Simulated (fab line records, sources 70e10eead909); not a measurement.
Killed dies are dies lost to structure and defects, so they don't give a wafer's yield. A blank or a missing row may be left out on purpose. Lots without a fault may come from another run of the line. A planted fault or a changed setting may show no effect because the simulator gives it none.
A struck lot beside a sound one | flow nand_harc | 15 steps out of a route of 1302
Sound: wafers L829.1, L829.2, L829.4. Struck: wafers L816.1, L816.3, L816.5. The cause comes at the end.
At each step with rows: each side's tool, then ch and its chambers, then its first start. Under that, the readings that differ: sound wafers | struck wafers | difference of the means | sigmas: that difference in standard deviations of wafers without a fault.
alike: readings whose means differ by less than 2 such deviations, and words and numbers that are the same on both sides. not compared: withheld readings, readings that some wafer has no value for, bounds like >300 that may hide the same value, and numbers for which the record gives no deviation and whose values overlap.
The two part at a step that has a row with sigmas, a row that says differs or no value, or rows on one side only. Numbers that don't overlap but have no deviation are shown without sigmas and don't part them. A reading that every wafer of one side lacks parts them only if that side has two wafers or more.

first, 2 steps without rows for these wafers: NHARC_P_GATE_STRIP_95 (strips in O2); NHARC_P_GATE_STRIP_96 (strips in SPM, time 900 s).
NHARC_P_GATE_RTA_64: time 1 s.
  sound on rtp_anneal-01 ch 0, day 15 00:56; struck on rtp_anneal-01 ch 0, day 9 10:37
  alike: lamp_power_pct, lamp_zone_1_pct, lamp_zone_4_pct, wafer_temp_C_max
then, 1 step without rows for these wafers: NHARC_P_GATE_ETCH_77 (etches SiO2 in dHF, target depth 6 nm).
NHARC_P_GATE_DEGAS_109: time 60 s.
  sound on pvd_sputter-01, day 15 01:14; struck on pvd_sputter-01, day 9 10:56
  alike: heater_power_w
then, 3 steps without rows for these wafers: NHARC_P_GATE_PRE_CLEAN_110 (time 30 s); NHARC_P_GATE_SPUTTER_78 (material Ni, target thk 10 nm); NHARC_P_GATE_SPUTTER_79 (material TiN, target thk 10 nm).
NHARC_P_GATE_RTA_80: time 30 s.
  sound on rtp_anneal-02 ch 0, day 15 01:42; struck on rtp_anneal-01 ch 0, day 9 11:15
  reading             | sound          | struck         | difference | sigmas
  lamp_power_pct (%)  | 2.40 2.40 2.40 | 1.97 1.97 1.97 | -0.43      | -2
  lamp_zone_1_pct (%) | 2.40 2.40 2.40 | 1.97 1.97 1.97 | -0.43      | -2
  lamp_zone_4_pct (%) | 2.40 2.40 2.40 | 1.97 1.97 1.97 | -0.43      | -2
  alike: wafer_temp_C_max
then, 1 step without rows for these wafers: NHARC_P_GATE_STRIP_67 (strips in SPM, time 600 s).
NHARC_P_GATE_RTA_82: time 30 s.
  sound on rtp_anneal-01 ch 0, day 15 02:10; struck on rtp_anneal-02 ch 0, day 9 11:43
  reading             | sound       | struck      | difference | sigmas
  lamp_power_pct (%)  | 3.9 3.9 3.9 | 4.7 4.7 4.7 | +0.8       | +2
  lamp_zone_1_pct (%) | 3.9 3.9 3.9 | 4.7 4.7 4.7 | +0.8       | +2
  lamp_zone_4_pct (%) | 3.9 3.9 3.9 | 4.7 4.7 4.7 | +0.8       | +2
  alike: wafer_temp_C_max
NHARC_P_GATE_INSPECT_68:
  sound on defect_inspect-01, day 15 02:22; struck on defect_inspect-02, day 9 11:55
  reading          | sound       | struck      | difference | sigmas
  raw_defect_count | 695 284 247 | 178 218 268 | -187       | -2
NHARC_P_CONTACT_DEP_30: deposits SiNx, target thk 30 nm.
  sound on pecvd-02 ch 1,2, day 15 02:28; struck on pecvd-01 ch 0,2, day 9 11:59
  no value came back on the struck wafers for heater_power_outer_w (W), heater_power_w (W); on the sound wafers heater_power_outer_w (W) reads 358 452 449
NHARC_P_CONTACT_DEP_00: deposits SiO2, target thk 500 nm.
  sound on pecvd-02 ch 1,2; struck on pecvd-01 ch 0,2, day 9 12:13
  alike: chamber_pressure_Torr, flow_sccm, heater_power_w, throttle_valve_pct
-- the record jumps here: 18 days lie between the struck wafers' starts before and after (it left off in module P_CONTACT and takes up again in module END, whose first step shown is number 1302 of the route) --
NHARC_END_SORT_01:
  the record has rows for the struck wafers here (prober-02 ch 0, day 27 11:13) and none for the sound ones

WHERE THEY PART
First at NHARC_P_GATE_RTA_80; last, within this record, at NHARC_END_SORT_01.

WHY: what the simulator had put in
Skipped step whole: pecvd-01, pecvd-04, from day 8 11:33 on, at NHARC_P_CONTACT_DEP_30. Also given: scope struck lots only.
